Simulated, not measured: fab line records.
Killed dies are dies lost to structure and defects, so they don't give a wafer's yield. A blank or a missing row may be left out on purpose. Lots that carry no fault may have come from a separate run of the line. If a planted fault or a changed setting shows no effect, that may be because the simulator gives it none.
fab line records | flow nand_harc
[record] lots = 11 | wafers = 33 | last_day = 34
route steps=1302 shown A_CHANNEL_HOLE_D2@592 A_CHANNEL_FILL_D2@620 END@1302
lots with no fault: from the same line, run without faults
start_h: hours from the record's opening day to when the first of the lot's shown wafers began | wait_h: hours since the lot's step before | " unchanged from the row above | L1.1+2: a single row standing in for several wafers | - either no value or no given start | * or withheld: withheld | < > ~ a bound
route shown NAME@n: names a module that has steps shown in the file, with the first one's number in the route | usual: average and standard deviation across the fault-free wafers | same: alike in all rows | chamber/n: place in a boat | sites: the reading at each site | _std_site: standard deviation across them | _edge_site: mean of outer sites minus mean of inner sites | radius_mm: for every site, how far away it sits from the centre of the wafer | mask NAME#n: copy n | behind: the last tool/chamber to shape the wafer | hold: cause of the lot's hold/its duration in hours/its outcome | device: transistor that didn't switch, given as n, p or np | end of line: the same wafers' tests at the end of the route | a step given without rows: its recipe and nothing more | killed: not the wafer's yield, but the dies lost to structure and defects at the first sort | map: shows each die of a wafer: x if killed, . if not, _ if none is there
set.NAME: the setting the step ran with; set.NAME@STEP: the setting that earlier step ran with | model.NAME: the simulator's own value behind a step, which no gauge read
the route's steps for a sample of lots (tables are steps, rows are wafers)
services: when a tool's chamber went out of use (start_h, in hours from the record's first day, below 0 if earlier), for how many hours, and the reason
[[steps]]
[step NHARC_A_CHANNEL_HOLE_D2_ETCH_20]
[recipe] bias_v = 3000 | source_w = withheld | pressure_mtorr = 20 | time_s = 361.9 | ar_flow_sccm = 375 | c4f8_flow_sccm = 89.3 | o2_flow_sccm = 35.7 | temp_c = -20 | target_depth_a = 16000 | chemistry = C4F8/O2/Ar
[usual] drypump_motor_current_A = 5.59/0.29 | showerhead_plenum_p_Torr = 3.58/0.2 | throttle_valve_pct = 32.155/0.01
lot.wafer | tool        | chamber | start_h | wait_h | drypump_motor_current_A | rf_hours_counter_h | showerhead_plenum_p_Torr | throttle_valve_pct
L358.1    | har_etch-02 | 0       | 321.51  | 0.2    | 6.07                    | 359                | 3.53                     | 32.158
L358.2    | "           | 0       | "       | "      | 6.08                    | -                  | 3.53                     | 32.165
L358.4    | "           | 0       | "       | "      | 6.07                    | -                  | 3.53                     | 32.158
L360.2    | har_etch-02 | 0       | 338.66  | 0.1    | 6.08                    | 371                | 3.52                     | 32.143
L360.3    | "           | 0       | "       | "      | 6.08                    | -                  | 3.52                     | 32.146
L360.6    | "           | 1       | "       | "      | 5.56                    | -                  | 3.45                     | 32.167
L364.2    | har_etch-01 | 0       | 377.95  | 0.1    | 5.30                    | 203                | 3.49                     | 32.156
L364.5    | "           | 1       | "       | "      | 5.52                    | -                  | 3.45                     | 32.140
L364.6    | "           | 0       | "       | "      | 5.30                    | -                  | 3.49                     | 32.154
L367.2    | har_etch-01 | 1       | 398.82  | 0.1    | 5.52                    | 222                | 3.44                     | 32.172
L367.3    | "           | 0       | "       | "      | 5.28                    | -                  | 3.48                     | 32.146
L367.5    | "           | 1       | "       | "      | 5.53                    | -                  | 3.44                     | 32.149
L369.3    | har_etch-01 | 1       | 416.59  | 0.2    | 5.51                    | -                  | 3.44                     | 32.138
L369.6    | "           | 1       | "       | "      | 5.50                    | -                  | 3.44                     | 32.160
L369.5    | "           | 0       | "       | "      | 5.28                    | -                  | 3.48                     | 32.154
L370.3    | har_etch-02 | 1       | 439.51  | 0.2    | 5.59                    | -                  | 3.92                     | 32.129
L370.4    | "           | 0       | "       | "      | 6.11                    | -                  | 3.92                     | 32.142
L370.6    | "           | 1       | "       | "      | 5.58                    | -                  | 3.92                     | 32.161
L374.1    | har_etch-02 | 1       | 473.38  | 0.1    | 5.59                    | 46                 | 3.91                     | 32.162
L374.2    | "           | 0       | "       | "      | 6.09                    | 46                 | 3.91                     | 32.151
L374.6    | "           | 0       | "       | "      | 6.06                    | -                  | 3.91                     | 32.147
L376.1    | har_etch-01 | 1       | 516.04  | 0.1    | 5.52                    | 283                | 3.41                     | 32.172
L376.2    | "           | 0       | "       | "      | 5.30                    | 283                | 3.45                     | 32.142
L376.5    | "           | 0       | "       | "      | 5.30                    | -                  | 3.45                     | 32.153
L377.2    | har_etch-02 | 0       | 518.08  | 0.1    | 6.08                    | 69                 | 3.89                     | 32.147
L377.1    | "           | 1       | "       | "      | 5.57                    | 69                 | 3.89                     | 32.165
L377.5    | "           | 1       | "       | "      | 5.57                    | -                  | 3.89                     | 32.145
L378.1    | har_etch-01 | 0       | 521.37  | 0.1    | 5.27                    | 287                | 3.45                     | 32.162
L378.3    | "           | 1       | "       | "      | 5.50                    | -                  | 3.41                     | 32.155
L378.4    | "           | 0       | "       | "      | 5.29                    | -                  | 3.45                     | 32.135
L379.2    | har_etch-01 | 0       | 538.69  | 0.1    | 5.31                    | 298                | 3.44                     | 32.162
L379.6    | "           | 1       | "       | "      | 5.53                    | -                  | 3.40                     | 32.137
L379.5    | "           | 0       | "       | "      | 5.29                    | -                  | 3.44                     | 32.163
[step NHARC_A_CHANNEL_HOLE_D2_ETCH_44]
[recipe] target_depth_a = 1400 | overetch_a = 140 | time_s = 77 | ion_energy_ev = 100 | cf4_flow_sccm = 80 | o2_flow_sccm = 20 | ar_flow_sccm = 0 | rf_w = 300 | bias_w = 100 | chemistry = CF4/O2
[usual] drypump_motor_current_A = 5.4/0.39 | oes_f_703_au = 0.999/0.005 | oes_product_au = 1.000/0.012 | rf_vpp_V = 198.1/1.1 | showerhead_plenum_p_Torr = 1.35/0.035 | throttle_valve_pct = 13.398/0.0093
lot.wafer | tool        | chamber | start_h | wait_h | drypump_motor_current_A | oes_f_703_au | oes_product_au | rf_hours_counter_h | rf_vpp_V | showerhead_plenum_p_Torr | throttle_valve_pct
L358.4    | rie_diel-01 | 0       | 330.17  | 0.1    | 5.0                     | 0.993        | 1.005          | 5.3                | 199.6    | 1.37                     | 13.398
L358.1    | "           | 2       | "       | "      | 5.8                     | 0.992        | 1.003          | 5.9                | 198.7    | 1.40                     | 13.392
L358.2    | "           | 3       | "       | "      | 5.5                     | 1.000        | 0.993          | 5.6                | 196.8    | 1.32                     | 13.400
L360.2    | rie_diel-12 | 1       | 343.30  | 0.1    | 6.0                     | 0.986        | 0.996          | 3.9                | 197.3    | 1.34                     | 13.412
L360.3    | "           | 2       | "       | "      | 4.8                     | 1.004        | 0.992          | 3.3                | 197.1    | 1.36                     | 13.391
L360.6    | "           | 2       | "       | "      | 4.9                     | 1.003        | 0.992          | -                  | 198.5    | 1.36                     | 13.389
L364.2    | rie_diel-12 | 0       | 382.53  | 0.1    | 5.3                     | 1.003        | 0.985          | 6.0                | 197.1    | 1.38                     | 13.427
L364.6    | "           | 0       | "       | "      | 5.3                     | 0.997        | 0.988          | -                  | 199.3    | 1.38                     | 13.399
L364.5    | "           | 1       | "       | "      | 6.0                     | 1.004        | 0.980          | -                  | 197.8    | 1.34                     | 13.393
L367.2    | rie_diel-08 | 3       | 403.44  | 0.1    | 6.0                     | 1.000        | 1.006          | 2.8                | 198.0    | 1.41                     | 13.405
L367.3    | "           | 1       | "       | "      | 5.1                     | 1.003        | 0.997          | 2.1                | 197.2    | 1.29                     | 13.395
L367.5    | "           | 3       | "       | "      | 6.0                     | 0.994        | 0.998          | -                  | 198.4    | 1.41                     | 13.390
L369.3    | rie_diel-08 | 2       | 421.11  | 0.1    | 5.3                     | 0.991        | 1.000          | 3.7                | 199.0    | 1.38                     | 13.405
L369.6    | "           | 1       | "       | "      | 5.1                     | 0.999        | 1.009          | -                  | 197.9    | 1.29                     | 13.381
L369.5    | "           | 2       | "       | "      | 5.3                     | 0.996        | 1.003          | -                  | 198.3    | 1.38                     | 13.393
L370.3    | rie_diel-01 | 0       | 444.04  | 0.0    | 5.0                     | 1.000        | 1.012          | 2.2                | 197.3    | 1.37                     | 13.384
L370.4    | "           | 2       | "       | "      | 5.8                     | 0.998        | 0.995          | 1.9                | 198.8    | 1.40                     | 13.391
L370.6    | "           | 1       | "       | "      | 5.2                     | 1.004        | 1.010          | -                  | 195.4    | 1.32                     | 13.398
L374.1    | rie_diel-01 | 3       | 477.98  | 0.0    | 5.6                     | 0.999        | 1.020          | 4.0                | 197.7    | 1.32                     | 13.399
L374.2    | "           | 2       | "       | "      | 5.8                     | 0.999        | 0.997          | 4.6                | 198.5    | 1.40                     | 13.404
L374.6    | "           | 0       | "       | "      | 5.0                     | 0.997        | 1.009          | -                  | 198.7    | 1.37                     | 13.387
L376.2    | rie_diel-01 | 0       | 520.64  | 0.1    | 5.0                     | 1.001        | 0.996          | 6.0                | 198.3    | 1.37                     | 13.402
L376.1    | "           | 3       | "       | "      | 5.6                     | 1.001        | 1.007          | 5.0                | 197.3    | 1.32                     | 13.394
L376.5    | "           | 1       | "       | "      | 5.3                     | 0.994        | 1.000          | -                  | 196.7    | 1.32                     | 13.387
L377.2    | rie_diel-08 | 2       | 522.67  | 0.0    | 5.3                     | 0.997        | 0.979          | 9.7                | 197.9    | 1.38                     | 13.407
L377.1    | "           | 3       | "       | "      | 6.0                     | 1.003        | 1.015          | 10.6               | 198.5    | 1.41                     | 13.403
L377.5    | "           | 3       | "       | "      | 6.0                     | 0.992        | 1.009          | -                  | 198.4    | 1.41                     | 13.399
L378.4    | rie_diel-12 | 1       | 525.94  | 0.1    | 6.0                     | 0.988        | 0.990          | 3.3                | 198.0    | 1.33                     | 13.402
L378.3    | "           | 3       | "       | "      | 5.1                     | 1.003        | 1.011          | 3.2                | 197.9    | 1.37                     | 13.402
L378.1    | "           | 0       | "       | "      | 5.3                     | 0.999        | 0.991          | 2.9                | 200.0    | 1.37                     | 13.410
L379.2    | rie_diel-12 | 3       | 543.28  | 0.1    | 5.1                     | 1.003        | 1.005          | 4.2                | 198.1    | 1.37                     | 13.403
L379.5    | "           | 3       | "       | "      | 5.1                     | 0.985        | 1.003          | -                  | 199.8    | 1.37                     | 13.410
L379.6    | "           | 0       | "       | "      | 5.3                     | 0.999        | 0.976          | -                  | 198.1    | 1.37                     | 13.409
[step NHARC_A_CHANNEL_FILL_D2_ETCHBACK_20]
[recipe] target_depth_a = 270 | time_s = 13.5 | c4f8_flow_sccm = withheld | o2_flow_sccm = 8 | ar_flow_sccm = withheld | rf_w = 600 | bias_w = 1500 | chemistry = C4F8/O2/Ar
[usual] oes_product_au = 0.988/0.028 | rf_vpp_V = 980/6.5 | run_length_s = 34.7/0.41
lot.wafer | tool        | chamber | start_h | wait_h | oes_product_au | rf_hours_counter_h | rf_vpp_V | run_length_s
L358.1    | rie_diel-05 | 1       | 354.30  | -      | 1.020          | 2                  | 980      | 34.2
L358.4    | "           | 3       | "       | "      | 1.000          | 1                  | 987      | 34.4
L358.2    | "           | 0       | "       | "      | 1.007          | 1                  | 972      | 35.2
L360.2    | rie_diel-09 | 1       | 368.89  | -      | 1.008          | 1                  | 980      | 34.6
L360.3    | "           | 2       | "       | "      | 0.996          | 1                  | 970      | 34.5
L360.6    | "           | 0       | "       | "      | 0.998          | -                  | 977      | 34.3
L364.2    | rie_diel-02 | 2       | 408.43  | -      | 1.000          | 1                  | 969      | 34.1
L364.5    | "           | 1       | "       | "      | 1.021          | -                  | 984      | 34.2
L364.6    | "           | 2       | "       | "      | 1.003          | -                  | 969      | 34.4
L367.2    | rie_diel-05 | 0       | 431.24  | -      | 0.999          | 0                  | 972      | 35.1
L367.3    | "           | 1       | "       | "      | 1.006          | 0                  | 980      | 34.5
L367.5    | "           | 3       | "       | "      | 1.004          | -                  | 988      | 34.6
L369.3    | rie_diel-05 | 3       | 445.88  | -      | 0.974          | 1                  | 988      | 32.4
L369.6    | "           | 3       | "       | "      | 0.985          | -                  | 988      | 34.5
L369.5    | "           | 0       | "       | "      | 0.973          | -                  | 971      | 32.3
L370.3    | rie_diel-05 | 2       | 469.45  | -      | 0.923          | 1                  | 987      | 32.7
L370.4    | "           | 1       | "       | "      | 0.941          | 1                  | 980      | 34.2
L370.6    | "           | 2       | "       | "      | 0.923          | -                  | 988      | 34.9
L374.1    | rie_diel-09 | 1       | 506.25  | -      | 1.009          | 0                  | 983      | 34.3
L374.2    | "           | 2       | "       | "      | 0.998          | 0                  | 970      | 34.8
L374.6    | "           | 1       | "       | "      | 1.002          | -                  | 980      | 34.4
L376.2    | rie_diel-09 | 1       | 552.74  | -      | 1.010          | 1                  | 981      | 34.6
L376.1    | "           | 3       | "       | "      | 1.000          | 1                  | 979      | 34.6
L376.5    | "           | 1       | "       | "      | 0.996          | -                  | 980      | 34.2
L377.1    | rie_diel-02 | 0       | 552.74  | -      | 0.977          | 24                 | 981      | 34.9
L377.2    | "           | 1       | "       | "      | 0.995          | 27                 | 982      | 34.5
L377.5    | "           | 1       | "       | "      | 0.990          | -                  | 982      | 34.2
L378.1    | rie_diel-05 | 2       | 552.81  | -      | 1.010          | 4                  | 987      | 35.0
L378.3    | "           | 3       | "       | "      | 0.995          | 4                  | 990      | 34.6
L378.4    | "           | 1       | "       | "      | 1.016          | 4                  | 980      | 34.2
L379.2    | rie_diel-05 | 2       | 568.76  | -      | 0.977          | 4                  | 988      | 35.0
L379.5    | "           | 1       | "       | "      | 0.972          | -                  | 981      | 34.3
L379.6    | "           | 2       | "       | "      | 0.970          | -                  | 988      | 35.1
[step NHARC_A_CHANNEL_FILL_D2_STRIP_28]
[recipe] time_s = 20 | o2_flow_sccm = 500 | ar_flow_sccm = 0 | bias_w = 0 | chemistry = O2
[usual] drypump_motor_current_A = 5.7/0.41 | oes_product_au = 1.003/0.011 | rf_vpp_V = 57.9/0.89 | showerhead_plenum_p_Torr = 3.57/0.17 | throttle_valve_pct = 17.037/0.0093
lot.wafer | tool        | chamber | start_h | wait_h | drypump_motor_current_A | oes_product_au | rf_hours_counter_h | rf_vpp_V | showerhead_plenum_p_Torr | throttle_valve_pct
L358.1    | rie_diel-05 | 2       | 354.39  | 0.1    | 5.9                     | 0.991          | 1                  | 58.5     | 3.76                     | 17.037
L358.2    | "           | 3       | "       | "      | 5.4                     | 1.009          | 1                  | 57.3     | 3.78                     | 17.030
L358.4    | "           | 0       | "       | "      | 6.1                     | 1.008          | 1                  | 58.1     | 3.37                     | 17.046
L360.2    | rie_diel-09 | 2       | 368.97  | 0.1    | 5.3                     | 0.990          | 1                  | 57.4     | 3.32                     | 17.041
L360.3    | "           | 0       | "       | "      | 4.9                     | 1.008          | 1                  | 56.1     | 3.52                     | 17.050
L360.6    | "           | 2       | "       | "      | 5.3                     | 0.992          | -                  | 57.1     | 3.32                     | 17.026
L364.2    | rie_diel-02 | 3       | 408.53  | 0.1    | 6.1                     | 0.999          | 1                  | 58.7     | 3.67                     | 17.027
L364.6    | "           | 3       | "       | "      | 6.1                     | 0.987          | -                  | 58.2     | 3.67                     | 17.049
L364.5    | "           | 1       | "       | "      | 5.0                     | 1.016          | -                  | 59.0     | 3.64                     | 17.033
L367.3    | rie_diel-05 | 0       | 431.32  | 0.1    | 6.1                     | 0.996          | 0                  | 56.9     | 3.36                     | 17.033
L367.2    | "           | 2       | "       | "      | 5.9                     | 1.003          | 0                  | 58.6     | 3.76                     | 17.046
L367.5    | "           | 0       | "       | "      | 6.1                     | 1.007          | -                  | 58.4     | 3.36                     | 17.029
L369.3    | rie_diel-05 | 2       | 445.98  | 0.1    | 5.9                     | 1.005          | 1                  | 58.0     | 3.76                     | 17.039
L369.5    | "           | 1       | "       | "      | 6.2                     | 1.022          | -                  | 56.5     | 3.57                     | 17.044
L369.6    | "           | 2       | "       | "      | 5.9                     | 1.008          | -                  | 59.8     | 3.76                     | 17.037
L370.4    | rie_diel-05 | 1       | 469.55  | 0.1    | 6.2                     | 1.017          | 1                  | 58.5     | 3.57                     | 17.030
L370.3    | "           | 3       | "       | "      | 5.4                     | 0.991          | 1                  | 58.0     | 3.78                     | 17.023
L370.6    | "           | 0       | "       | "      | 6.1                     | 0.998          | -                  | 56.1     | 3.36                     | 17.031
L374.2    | rie_diel-09 | 1       | 506.33  | 0.1    | 5.9                     | 1.013          | 0                  | 58.4     | 3.59                     | 17.034
L374.1    | "           | 3       | "       | "      | 5.8                     | 1.009          | 0                  | 57.3     | 3.57                     | 17.042
L374.6    | "           | 1       | "       | "      | 5.9                     | 1.007          | -                  | 59.0     | 3.59                     | 17.025
L376.2    | rie_diel-09 | 1       | 552.83  | 0.1    | 5.9                     | 1.006          | 1                  | 57.9     | 3.59                     | 17.036
L376.1    | "           | 2       | "       | "      | 5.2                     | 1.000          | 1                  | 57.5     | 3.32                     | 17.037
L376.5    | "           | 2       | "       | "      | 5.2                     | 0.998          | -                  | 57.0     | 3.32                     | 17.030
L377.1    | rie_diel-02 | 0       | 552.85  | 0.1    | 5.7                     | 0.997          | 24                 | 57.7     | 3.64                     | 17.046
L377.2    | "           | 1       | "       | "      | 5.0                     | 1.021          | 27                 | 58.5     | 3.63                     | 17.039
L377.5    | "           | 0       | "       | "      | 5.7                     | 0.996          | -                  | 58.8     | 3.64                     | 17.045
L378.4    | rie_diel-05 | 2       | 552.91  | 0.1    | 5.9                     | 1.010          | 4                  | 56.1     | 3.76                     | 17.035
L378.1    | "           | 3       | "       | "      | 5.4                     | 1.004          | 4                  | 59.1     | 3.78                     | 17.031
L378.3    | "           | 1       | "       | "      | 6.2                     | 1.029          | 4                  | 59.6     | 3.57                     | 17.041
L379.2    | rie_diel-05 | 2       | 568.86  | 0.1    | 5.9                     | 0.997          | 4                  | 58.4     | 3.76                     | 17.030
L379.6    | "           | 3       | "       | "      | 5.4                     | 0.999          | -                  | 59.4     | 3.78                     | 17.030
L379.5    | "           | 0       | "       | "      | 6.1                     | 0.995          | -                  | 56.9     | 3.36                     | 17.048
[step NHARC_END_SORT_01]
[recipe] temp_c = 25
[usual] killed_at_array = 52/17 | killed_at_other = 0.9/1.2 | killed_at_periphery = 3.9/2.7 | killed_dies = 57/16 | killed_open = 3.3/1.9 | killed_short = 2.5/1.5
[same] gross_dies = 677
lot.wafer | tool      | chamber | start_h | wait_h | killed_at_array | killed_at_other | killed_at_periphery | killed_dies | killed_open | killed_short
L360.2    | prober-01 | 0       | 598.20  | 2.8    | 50              | 0               | 0                   | 50          | 2           | 1
L360.3    | prober-01 | 0       | 599.00  | 3.1    | 66              | 0               | 5                   | 71          | 4           | 6
L360.6    | prober-01 | 0       | 601.39  | 4.0    | 68              | 2               | 1                   | 71          | 2           | 4
L369.3    | prober-01 | 0       | 679.13  | 3.1    | 47              | 5               | 4                   | 56          | 3           | 4
L369.5    | prober-01 | 0       | 680.76  | 3.8    | 60              | 6               | 5                   | 71          | 2           | 3
L369.6    | prober-01 | 0       | 681.57  | 4.1    | 45              | 1               | 1                   | 47          | 2           | 2
L370.3    | prober-02 | 0       | 697.77  | 3.1    | 32              | 0               | 6                   | 38          | 0           | 2
L370.4    | prober-02 | 0       | 698.56  | 3.4    | 20              | 0               | 8                   | 28          | 4           | 0
L370.6    | prober-02 | 0       | 700.15  | 4.0    | 20              | 2               | 8                   | 30          | 2           | 1
// killed by level:class
L360.2 A_CHANNEL_HOLE_D2:chamber_film_flake=32 A_SLIT:chamber_film_flake=9 A_CHANNEL_FILL_D2:chamber_film_flake=2 A_DECK1_JOINT:geometric_particle:open=1 A_BLC:geometric_particle:short=1 A_M1:geometric_particle:open=1 A_ZERO_WELL:chamber_film_flake=1 A_STAIRCASE:chamber_film_flake=1
L360.3 A_CHANNEL_HOLE_D2:chamber_film_flake=31 A_SLIT:chamber_film_flake=28 A_WL_FILL:geometric_particle:short=3 P_M0:geometric_particle:open=2 P_GATE:geometric_particle:short=1 P_M1:geometric_particle:short=1 A_CHANNEL_HOLE_D1:geometric_particle:open=1 A_BLC:geometric_particle:short=1
L360.6 A_SLIT:chamber_film_flake=31 A_CHANNEL_HOLE_D2:chamber_film_flake=27 STARTING-WAFER:geometric_particle:short=2 A_CHANNEL_HOLE_D1:chamber_film_flake=2 A_CONTACT:chamber_film_flake=2 P_M0:geometric_particle:short=1 A_DECK1_JOINT:geometric_particle:open=1 A_DECK1_JOINT:geometric_particle:short=1
L369.3 A_CHANNEL_HOLE_D1:chamber_film_flake=24 A_CHANNEL_HOLE_D2:chamber_film_flake=7 THIN_TSV:chamber_film_flake=5 A_SLIT:chamber_film_flake=3 A_STAIRCASE:chamber_film_flake=3 A_ZERO_WELL:chamber_film_flake=2 A_CONTACT:chamber_film_flake=2 P_CONTACT:geometric_particle:short=1
L369.5 A_CHANNEL_HOLE_D1:chamber_film_flake=33 A_CHANNEL_HOLE_D2:chamber_film_flake=18 THIN_TSV:chamber_film_flake=5 A_SLIT:chamber_film_flake=3 P_M1:chamber_film_flake=2 P_M0:geometric_particle:short=1 A_ONON_D1:geometric_particle:open=1 A_DECK1_JOINT:geometric_particle:short=1
L369.6 A_CHANNEL_HOLE_D1:chamber_film_flake=30 A_CHANNEL_HOLE_D2:chamber_film_flake=7 A_CONTACT:chamber_film_flake=2 P_CONTACT:geometric_particle:open=1 A_ONON_D1:geometric_particle:open=1 A_ONON_D1:geometric_particle:short=1 A_DECK1_JOINT:geometric_particle:short=1 A_DECK1_JOINT:chamber_film_flake=1
L370.3 A_CHANNEL_HOLE_D1:chamber_film_flake=13 P_BONDPAD:chamber_film_flake=5 A_STAIRCASE:chamber_film_flake=5 A_SLIT:chamber_film_flake=5 A_CONTACT:chamber_film_flake=5 A_CHANNEL_FILL_D1:chamber_film_flake=2 A_ONON_D2:geometric_particle:short=1 A_WL_FILL:geometric_particle:short=1
L370.4 P_BONDPAD:chamber_film_flake=6 A_CHANNEL_HOLE_D1:chamber_film_flake=4 A_STAIRCASE:chamber_film_flake=4 A_CONTACT:chamber_film_flake=4 A_SLIT:chamber_film_flake=2 A_DECK1_JOINT:geometric_particle:open=1 A_ONON_D2:geometric_particle:open=1 A_CHANNEL_HOLE_D2:geometric_particle:open=1
L370.6 A_CHANNEL_HOLE_D1:chamber_film_flake=6 P_BONDPAD:chamber_film_flake=4 A_SLIT:chamber_film_flake=4 A_CONTACT:chamber_film_flake=3 P_M0:chamber_film_flake=3 A_STAIRCASE:chamber_film_flake=3 THIN_TSV:chamber_film_flake=2 A_ONON_D2:geometric_particle:open=1
[[services]]
tool        | chamber | start_h | hours | kind
rie_diel-09 | -       | 320.10  | 9.0   | pm
rie_diel-12 | 2       | 331.56  | 6.1   | repair
rie_diel-01 | 3       | 369.34  | 6.2   | repair
rie_diel-01 | 2       | 373.44  | 12.8  | repair
har_etch-02 | -       | 377.19  | 17.0  | pm
rie_diel-01 | -       | 380.81  | 9.0   | pm
rie_diel-02 | -       | 393.94  | 9.0   | pm
rie_diel-09 | 3       | 396.33  | 8.1   | repair
rie_diel-05 | -       | 397.65  | 1.8   | repair
rie_diel-12 | 1       | 403.12  | 3.2   | repair
rie_diel-05 | -       | 406.60  | 9.0   | pm
rie_diel-02 | 0       | 406.84  | 6.4   | repair
rie_diel-05 | 3       | 416.82  | 3.4   | repair
rie_diel-12 | -       | 445.40  | 9.0   | pm
rie_diel-01 | 1       | 452.82  | 4.4   | repair
rie_diel-05 | -       | 456.46  | 0.4   | repair
rie_diel-12 | 0       | 462.54  | 1.9   | repair
rie_diel-01 | 2       | 483.53  | 3.5   | repair
rie_diel-09 | -       | 497.10  | 9.0   | pm
rie_diel-12 | 3       | 507.01  | 6.8   | repair
har_etch-02 | -       | 529.88  | 2.6   | repair
rie_diel-12 | 1       | 534.77  | 12.9  | repair
rie_diel-02 | 3       | 551.85  | 5.3   | repair
rie_diel-01 | -       | 557.81  | 9.0   | pm
[[key]]
[first_sign] step = NHARC_A_CHANNEL_FILL_D2_ETCHBACK_20 | reading = run_length_s | direction = down | sigmas = 5.4 | usual = * | struck = *
effect none on later readings
met_at NHARC_A_CHANNEL_FILL_D2_ETCHBACK_20
struck_lots L369,L370
struck_wafers L369.3,L369.5,L370.3
tester_left_out L369,L370
not_acting_at NHARC_A_CHANNEL_HOLE_D2_ETCH_20,NHARC_A_CHANNEL_HOLE_D2_ETCH_44,NHARC_A_CHANNEL_FILL_D2_STRIP_28
onset_between 431.24 445.88
[fault] kind = process_parameter_drift | tool = rie_diel-05 | chamber = - | onset_h = 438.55 | steps = NHARC_A_CHANNEL_FILL_D2_ETCHBACK_20 | channel = time_s | offset = * | shape = step | end_h = 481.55 | scope = struck_wafers_only | acts_in = * | stated = *
// tester_left_out: of these lots the tester's yield and bins aren't shown, on N5 and GAA mostly nor the transistor test; their killed dies are dies lost to structure and defects alone, not to doping, threshold or leakage, so they don't give the yield
